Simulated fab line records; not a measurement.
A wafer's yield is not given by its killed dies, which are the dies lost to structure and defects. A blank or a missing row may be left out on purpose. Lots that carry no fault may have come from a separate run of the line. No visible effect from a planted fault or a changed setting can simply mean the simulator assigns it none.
fab line records	flow nandHarc
record lots=13	wafers=39	lastDay=33
route steps=1302 shown A_ONON_D1@429 A_CHANNEL_HOLE_D1@457 END@1302
lots that met no fault: taken from a fault-free run of the same line
startH: start of the lot's first displayed wafer, in hours after the record's first day	waitH: hours from the lot's prior step to this one	" as in the row above	L1.1+2: a row that stands for several wafers	- either no value or no given start	* or withheld: withheld	< > ~ a bound
route shown NAME@n: names a module that has steps shown in the file, with the first one's number in the route	usual: mean/standard deviation of fault-free wafers	same: alike in all rows	chamber/n: place in a boat	sites: readings site by site	_std_site: the values' standard deviation	_edge_site: inner sites' mean taken away from outer sites' mean	radiusMm: for every site, how far away it sits from the centre of the wafer	mask NAME#n: copy n	behind: the most recent tool/chamber to have shaped the wafer	hold: cause of the lot's hold/its duration in hours/its outcome	device: names the non-switching transistor (n, p or np)	end of line: the route-end tests of the same wafers	a step given without rows: its recipe and nothing more	killed: the dies lost at the first sort to structure and to defects; this is not the yield of the wafer	map: dies across one wafer; x = killed, . = not, _ = none there
set.NAME: the setting as run; set.NAME@STEP: as run at that earlier step	model.NAME: the simulator's own value behind a step, which no gauge read
steps of the route over a sample of lots; a table a step, a row a wafer
services: when a tool's chamber went out of use (startH, in hours from the record's first day, below 0 if earlier), for how many hours, and the reason
## steps
# step NHARC_A_ONON_D1_THK_MEAS_08
# recipe thkMeasGauge=ellipsometry
# usual thkNm=1001/8.9
lot.wafer	tool	chamber	startH	waitH	thkNm
L816.2	filmMetro-02	-	166.63	-	998
L816.3	"	-	"	"	997
L816.5	"	-	"	"	998
L819.1	filmMetro-01	-	186.83	-	1011
L819.2	"	-	"	"	1009
L819.5	"	-	"	"	1008
L820.2	filmMetro-01	-	205.36	-	994
L820.5	"	-	"	"	993
L820.6	"	-	"	"	993
L821.3	filmMetro-01	-	225.95	-	997
L821.4	"	-	"	"	1000
L821.5	"	-	"	"	1000
L823.2	filmMetro-01	-	237.99	-	1016
L823.4	"	-	"	"	1015
L823.5	"	-	"	"	1015
L824.2	filmMetro-02	-	248.44	-	1015
L824.5	"	-	"	"	1012
L824.6	"	-	"	"	1015
L825.1	filmMetro-01	-	256.10	-	985
L825.4	"	-	"	"	985
L825.6	"	-	"	"	983
L828.3	filmMetro-01	-	292.15	-	1003
L828.4	"	-	"	"	1003
L828.6	"	-	"	"	1003
L829.1	filmMetro-01	-	292.38	-	1008
L829.2	"	-	"	"	1011
L829.6	"	-	"	"	1009
L835.2	filmMetro-01	-	348.14	-	1010
L835.3	"	-	"	"	1011
L835.5	"	-	"	"	1012
L837.1	filmMetro-01	-	379.39	-	996
L837.4	"	-	"	"	996
L837.5	"	-	"	"	997
L838.1	filmMetro-01	-	383.20	-	990
L838.5	"	-	"	"	988
L838.6	"	-	"	"	989
L839.1	filmMetro-02	-	399.57	-	1007
L839.3	"	-	"	"	1008
L839.4	"	-	"	"	1008
# step NHARC_A_ONON_D1_THK_MEAS_11
# recipe thkMeasGauge=ellipsometry
# usual thkNm=1001/9.1
lot.wafer	tool	chamber	startH	waitH	thkNm
L816.2	filmMetro-02	-	167.20	-	1005
L816.3	"	-	"	"	1006
L816.5	"	-	"	"	1006
L819.1	filmMetro-01	-	187.40	-	999
L819.2	"	-	"	"	999
L819.5	"	-	"	"	997
L820.2	filmMetro-01	-	205.92	-	1014
L820.5	"	-	"	"	1014
L820.6	"	-	"	"	1014
L821.3	filmMetro-02	-	226.54	-	1001
L821.4	"	-	"	"	1000
L821.5	"	-	"	"	999
L823.2	filmMetro-01	-	238.56	-	1000
L823.4	"	-	"	"	1000
L823.5	"	-	"	"	997
L824.2	filmMetro-02	-	249.01	-	1003
L824.5	"	-	"	"	1001
L824.6	"	-	"	"	1003
L825.1	filmMetro-01	-	256.68	-	1011
L825.4	"	-	"	"	1011
L825.6	"	-	"	"	1010
L828.3	filmMetro-01	-	292.71	-	1006
L828.4	"	-	"	"	1003
L828.6	"	-	"	"	1006
L829.1	filmMetro-01	-	292.95	-	996
L829.2	"	-	"	"	998
L829.6	"	-	"	"	997
L835.2	filmMetro-02	-	348.70	-	1006
L835.3	"	-	"	"	1007
L835.5	"	-	"	"	1006
L837.1	filmMetro-01	-	379.96	-	992
L837.4	"	-	"	"	992
L837.5	"	-	"	"	992
L838.1	filmMetro-01	-	383.77	-	981
L838.5	"	-	"	"	981
L838.6	"	-	"	"	982
L839.1	filmMetro-02	-	400.13	-	1001
L839.3	"	-	"	"	1002
L839.4	"	-	"	"	1002
# step NHARC_A_CHANNEL_HOLE_D1_SOFTBAKE_05
# recipe tempC=105	timeS=55
# usual heaterPowerTotalW=188.45/0.14
lot.wafer	tool	chamber	startH	waitH	heaterPowerTotalW
L816.2	lithoTrack-04	0	183	-	188.42
L816.3	"	0	"	"	188.34
L816.5	"	0	"	"	188.50
L819.1	lithoTrack-06	0	203	-	188.68
L819.2	"	0	"	"	188.42
L819.5	"	0	"	"	188.34
L820.2	lithoTrack-01	0	220	-	188.55
L820.5	"	0	"	"	188.27
L820.6	"	0	"	"	188.28
L821.3	lithoTrack-01	0	239	-	188.35
L821.4	"	0	"	"	188.55
L821.5	"	0	"	"	188.38
L823.2	lithoTrack-04	0	258	-	188.40
L823.4	"	0	"	"	188.34
L823.5	"	0	"	"	188.50
L824.2	lithoTrack-01	0	267	-	188.35
L824.5	"	0	"	"	188.37
L824.6	"	0	"	"	188.30
L825.1	lithoTrack-04	0	272	-	188.36
L825.4	"	0	"	"	188.69
L825.6	"	0	"	"	188.31
L828.3	lithoTrack-04	0	307	-	188.63
L828.4	"	0	"	"	188.40
L828.6	"	0	"	"	188.67
L829.1	lithoTrack-01	0	308	-	188.38
L829.2	"	0	"	"	188.19
L829.6	"	0	"	"	188.46
L835.2	lithoTrack-01	0	363	-	181.35
L835.3	"	0	"	"	181.07
L835.5	"	0	"	"	181.07
L838.1	lithoTrack-01	0	397	-	181.15
L838.5	"	0	"	"	181.00
L838.6	"	0	"	"	181.06
L837.1	lithoTrack-06	0	399	-	188.37
L837.4	"	0	"	"	188.61
L837.5	"	0	"	"	188.23
L839.1	lithoTrack-04	0	413	-	188.51
L839.3	"	0	"	"	188.57
L839.4	"	0	"	"	188.63
# step NHARC_A_CHANNEL_HOLE_D1_ETCH_21
# recipe biasV=3000	sourceW=withheld	pressureMtorr=20	timeS=514.3	arFlowSccm=375	c4f8FlowSccm=89.3	o2FlowSccm=35.7	tempC=-20	targetDepthA=16000	chemistry=C4F8/O2/Ar
# usual drypumpMotorCurrentA=5.6/0.33	showerheadPlenumPTorr=3.62/0.11	throttleValvePct=32.154/0.0087
lot.wafer	tool	chamber	startH	waitH	drypumpMotorCurrentA	rfHoursCounterH	showerheadPlenumPTorr	throttleValvePct
L816.2	harEtch-02	1	185.69	0.3	5.4	296	3.48	32.162
L816.3	"	0	"	"	6.1	-	3.73	32.159
L816.5	"	0	"	"	6.1	-	3.73	32.152
L819.2	harEtch-01	0	206.15	0.3	5.4	103	3.64	32.143
L819.1	"	1	"	"	5.4	103	3.72	32.145
L819.5	"	1	"	"	5.4	-	3.72	32.153
L820.2	harEtch-02	0	223.67	0.6	6.1	-	3.72	32.159
L820.5	"	0	"	"	6.1	-	3.72	32.143
L820.6	"	0	"	"	6.1	-	3.72	32.157
L821.3	harEtch-02	0	242.20	0.3	6.1	-	3.71	32.149
L821.4	"	1	"	"	5.4	-	3.47	32.152
L821.5	"	1	"	"	5.5	-	3.47	32.148
L823.2	harEtch-01	1	262.60	0.3	5.4	137	3.71	32.169
L823.4	"	1	"	"	5.4	-	3.71	32.144
L823.5	"	1	"	"	5.4	-	3.71	32.152
L824.2	harEtch-02	1	269.91	0.3	5.4	338	3.46	32.149
L824.5	"	0	"	"	6.1	-	3.70	32.161
L824.6	"	1	"	"	5.4	-	3.46	32.150
L825.1	harEtch-01	0	279.55	0.3	5.4	149	3.61	32.159
L825.4	"	1	"	"	5.4	-	3.70	32.159
L825.6	"	1	"	"	5.4	-	3.70	32.159
L828.3	harEtch-02	0	309.99	0.3	6.1	-	3.69	32.150
L828.4	"	1	"	"	5.5	-	3.45	32.155
L828.6	"	1	"	"	5.4	-	3.45	32.151
L829.2	harEtch-01	0	312.08	0.3	5.4	168	3.60	32.156
L829.1	"	1	"	"	5.4	168	3.69	32.154
L829.6	"	1	"	"	5.4	-	3.69	32.154
L835.2	harEtch-01	0	365.83	0.3	5.4	194	3.59	32.162
L835.3	"	0	"	"	5.4	-	3.59	32.159
L835.5	"	0	"	"	5.4	-	3.59	32.173
L838.1	harEtch-02	1	402.83	0.3	5.4	8	3.93	32.145
L838.6	"	0	"	"	6.1	-	3.66	32.159
L838.5	"	1	"	"	5.4	-	3.93	32.168
L837.1	harEtch-01	1	403.52	0.3	5.4	225	3.66	32.159
L837.4	"	0	"	"	5.4	-	3.57	32.143
L837.5	"	0	"	"	5.4	-	3.57	32.145
L839.1	harEtch-01	0	415.78	0.3	5.4	229	3.57	32.159
L839.4	"	0	"	"	5.4	-	3.57	32.134
L839.3	"	1	"	"	5.4	-	3.66	32.156
# step NHARC_END_SORT_01
# recipe tempC=25
# usual killedAtArray=58/17	killedAtOther=1.0/1.4	killedAtPeriphery=3.6/2.4	killedDies=62/17	killedOpen=3.4/2	killedShort=2.2/1.6
# same grossDies=677
lot.wafer	tool	chamber	startH	waitH	killedAtArray	killedAtOther	killedAtPeriphery	killedDies	killedOpen	killedShort
L821.3	prober-02	0	627.44	3.1	58	1	3	62	4	0
L821.4	prober-02	0	628.23	3.4	64	0	6	70	5	5
L821.5	prober-02	0	629.02	3.6	69	0	3	72	4	3
L823.2	prober-01	0	641.99	2.8	54	0	10	64	9	5
L823.4	prober-01	0	643.64	3.5	60	0	3	63	4	2
L823.5	prober-01	0	644.46	3.8	65	0	7	72	6	1
L825.1	prober-02	0	657.37	2.5	44	0	2	46	3	1
L825.4	prober-02	0	659.75	3.4	43	0	2	45	4	0
L825.6	prober-02	0	661.34	4.0	33	0	1	34	0	1
L828.3	prober-02	0	699.28	3.1	78	1	1	80	2	1
L828.4	prober-02	0	700.09	3.4	74	0	4	78	4	2
L828.6	prober-02	0	701.70	4.0	79	0	4	83	0	5
L835.2	prober-01	0	739.85	2.8	51	0	5	56	3	3
L835.3	prober-01	0	740.66	3.1	52	1	4	57	7	2
L835.5	prober-01	0	742.27	3.7	54	0	3	57	4	1
# killed by level:class
L821.3 A_CHANNEL_HOLE_D2:chamberFilmFlake=23 A_CHANNEL_HOLE_D1:chamberFilmFlake=21 A_CONTACT:chamberFilmFlake=6 A_WL_FILL:chamberFilmFlake=4 P_ZERO_WELL:chamberFilmFlake=2 P_M2:geometricParticle:open=1 A_DECK1_JOINT:geometricParticle:open=1 A_M0:geometricParticle:open=1
L821.4 A_CHANNEL_HOLE_D2:chamberFilmFlake=24 A_CHANNEL_HOLE_D1:chamberFilmFlake=20 A_STAIRCASE:chamberFilmFlake=7 A_CONTACT:chamberFilmFlake=3 A_CHANNEL_FILL_D2:geometricParticle:short=2 P_ZERO_WELL:chamberFilmFlake=2 A_M1:chamberFilmFlake=2 P_STI:geometricParticle:open=1
L821.5 A_CHANNEL_HOLE_D1:chamberFilmFlake=31 A_CHANNEL_HOLE_D2:chamberFilmFlake=24 P_ZERO_WELL:chamberFilmFlake=2 A_STAIRCASE:chamberFilmFlake=2 A_M1:chamberFilmFlake=2 A_CHANNEL_FILL_D1:geometricParticle:short=1 A_CHANNEL_FILL_D1:geometricParticle:open=1 A_CHANNEL_FILL_D2:geometricParticle:open=1
L823.2 A_SLIT:chamberFilmFlake=32 A_CHANNEL_HOLE_D2:chamberFilmFlake=6 A_STAIRCASE:chamberFilmFlake=4 P_M0:geometricParticle:short=2 A_BLC:geometricParticle:open=2 P_BONDPAD:chamberFilmFlake=2 A_CHANNEL_HOLE_D1:chamberFilmFlake=2 P_CONTACT:geometricParticle:short=1
L823.4 A_SLIT:chamberFilmFlake=32 A_CHANNEL_HOLE_D2:chamberFilmFlake=5 A_STAIRCASE:chamberFilmFlake=5 A_WL_FILL:chamberFilmFlake=3 A_CHANNEL_HOLE_D1:chamberFilmFlake=2 A_DECK1_JOINT:chamberFilmFlake=2 A_CHANNEL_FILL_D2:chamberFilmFlake=2 A_CONTACT:chamberFilmFlake=2
L823.5 A_SLIT:chamberFilmFlake=32 A_CHANNEL_HOLE_D2:chamberFilmFlake=11 A_STAIRCASE:chamberFilmFlake=8 A_CHANNEL_HOLE_D1:chamberFilmFlake=5 A_CHANNEL_FILL_D2:geometricParticle:open=2 P_ZERO_WELL:chamberFilmFlake=2 P_BONDPAD:chamberFilmFlake=2 A_CHANNEL_FILL_D2:chamberFilmFlake=2
L825.1 A_CHANNEL_HOLE_D2:chamberFilmFlake=22 A_CHANNEL_HOLE_D1:chamberFilmFlake=9 A_STAIRCASE:chamberFilmFlake=5 A_ZERO_WELL:chamberFilmFlake=2 P_STI:chamberFilmFlake=1 A_CHANNEL_HOLE_D1:geometricParticle:short=1 A_CHANNEL_FILL_D1:geometricParticle:open=1 A_SGD_CUT:geometricParticle:open=1
L825.4 A_CHANNEL_HOLE_D2:chamberFilmFlake=19 A_CHANNEL_HOLE_D1:chamberFilmFlake=9 A_ZERO_WELL:chamberFilmFlake=4 A_STAIRCASE:chamberFilmFlake=4 A_CONTACT:chamberFilmFlake=3 P_CONTACT:geometricParticle:open=2 A_DECK1_JOINT:geometricParticle:open=1 A_WL_FILL:geometricParticle:open=1
L825.6 A_CHANNEL_HOLE_D2:chamberFilmFlake=12 A_CHANNEL_HOLE_D1:chamberFilmFlake=10 A_ZERO_WELL:chamberFilmFlake=2 A_WL_FILL:chamberFilmFlake=2 A_CONTACT:chamberFilmFlake=2 A_WL_FILL:geometricParticle:short=1 P_BONDPAD:chamberFilmFlake=1 A_CHANNEL_FILL_D1:chamberFilmFlake=1
L828.3 A_SLIT:chamberFilmFlake=34 A_CHANNEL_HOLE_D1:chamberFilmFlake=29 A_STAIRCASE:chamberFilmFlake=4 A_CHANNEL_HOLE_D2:chamberFilmFlake=3 A_WL_FILL:chamberFilmFlake=3 A_CHANNEL_HOLE_D2:geometricParticle:open=1 A_CHANNEL_FILL_D2:geometricParticle:short=1 A_M0:geometricParticle:open=1
L828.4 A_CHANNEL_HOLE_D1:chamberFilmFlake=30 A_SLIT:chamberFilmFlake=29 A_STAIRCASE:chamberFilmFlake=6 A_CHANNEL_FILL_D2:geometricParticle:open=2 P_GATE:chamberFilmFlake=2 A_CHANNEL_HOLE_D2:chamberFilmFlake=2 P_M0:geometricParticle:open=1 A_SOURCE_PLATE:geometricParticle:short=1
L828.6 A_CHANNEL_HOLE_D1:chamberFilmFlake=31 A_SLIT:chamberFilmFlake=25 A_STAIRCASE:chamberFilmFlake=10 P_GATE:chamberFilmFlake=3 A_WL_FILL:chamberFilmFlake=3 A_CHANNEL_HOLE_D2:geometricParticle:short=2 A_CHANNEL_HOLE_D2:chamberFilmFlake=2 A_SOURCE_PLATE:geometricParticle:short=1
L835.2 A_SLIT:chamberFilmFlake=28 A_CONTACT:chamberFilmFlake=7 A_CHANNEL_HOLE_D1:chamberFilmFlake=6 P_GATE:chamberFilmFlake=4 A_ONON_D1:geometricParticle:short=2 A_ZERO_WELL:chamberFilmFlake=2 A_DECK1_JOINT:chamberFilmFlake=2 P_M0:geometricParticle:open=1
L835.3 A_SLIT:chamberFilmFlake=25 A_CHANNEL_HOLE_D1:chamberFilmFlake=7 A_CONTACT:chamberFilmFlake=7 P_GATE:chamberFilmFlake=3 A_ONON_D2:geometricParticle:short=2 P_GATE:geometricParticle:open=1 A_CHANNEL_FILL_D1:geometricParticle:open=1 A_CHANNEL_FILL_D2:geometricParticle:open=1
L835.5 A_SLIT:chamberFilmFlake=29 A_CHANNEL_HOLE_D1:chamberFilmFlake=12 A_CONTACT:chamberFilmFlake=6 A_CHANNEL_FILL_D1:geometricParticle:open=2 P_ZERO_WELL:chamberFilmFlake=2 A_DECK1_JOINT:geometricParticle:short=1 A_CHANNEL_FILL_D2:geometricParticle:open=1 A_M1:geometricParticle:open=1
## services
tool	chamber	startH	hours	kind
lithoTrack-06	-	179.00	7.0	pm
lithoTrack-04	-	198.66	-	consumableReplace:filter
lithoTrack-06	-	202.64	-	consumableReplace:filter
lithoTrack-04	-	203.00	7.0	pm
harEtch-02	1	214.38	-	consumableReplace:focusRing
harEtch-02	1	214.38	17.0	scheduledDown
harEtch-02	1	214.38	17.0	ventCycle
lithoTrack-01	-	330.00	7.0	pm
lithoTrack-06	-	354.00	7.0	pm
harEtch-02	-	377.00	17.0	pm
harEtch-02	0	377.00	17.0	ventCycle
harEtch-02	1	377.00	17.0	ventCycle
lithoTrack-04	-	378.00	7.0	pm
harEtch-02	0	394.00	-	clean
harEtch-02	0	394.00	-	consumableReplace:focusRing
harEtch-02	1	394.00	-	clean
harEtch-02	1	394.00	-	consumableReplace:focusRing
harEtch-02	1	394.00	-	consumableReplace:showerhead
## key
firstSign step=NHARC_A_CHANNEL_HOLE_D1_SOFTBAKE_05	reading=heaterPowerTotalW	direction=down	sigmas=53	usual=*	struck=*
effect none on later readings
metAt NHARC_A_CHANNEL_HOLE_D1_SOFTBAKE_05
struckLots L835,L838
testerLeftOut L835,L838
loopTrim step=NHARC_A_CHANNEL_HOLE_D1_EXPOSE_07	setting=dose	lots=L838
notActingAt NHARC_A_ONON_D1_THK_MEAS_08,NHARC_A_ONON_D1_THK_MEAS_11,NHARC_A_CHANNEL_HOLE_D1_ETCH_21
fault kind=processParameterDrift	tool=lithoTrack-01	chamber=-	onsetH=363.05	steps=NHARC_A_CHANNEL_HOLE_D1_SOFTBAKE_05	channel=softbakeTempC	offset=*	shape=step	endH=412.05	actsIn=*	stated=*
# testerLeftOut: of these lots the tester's yield and bins aren't shown, on N5 and GAA mostly nor the transistor test; their killed dies are dies lost to structure and defects alone, not to doping, threshold or leakage, so they don't give the yield
# loopTrim: a control loop set the setting to another value than it would have without faults
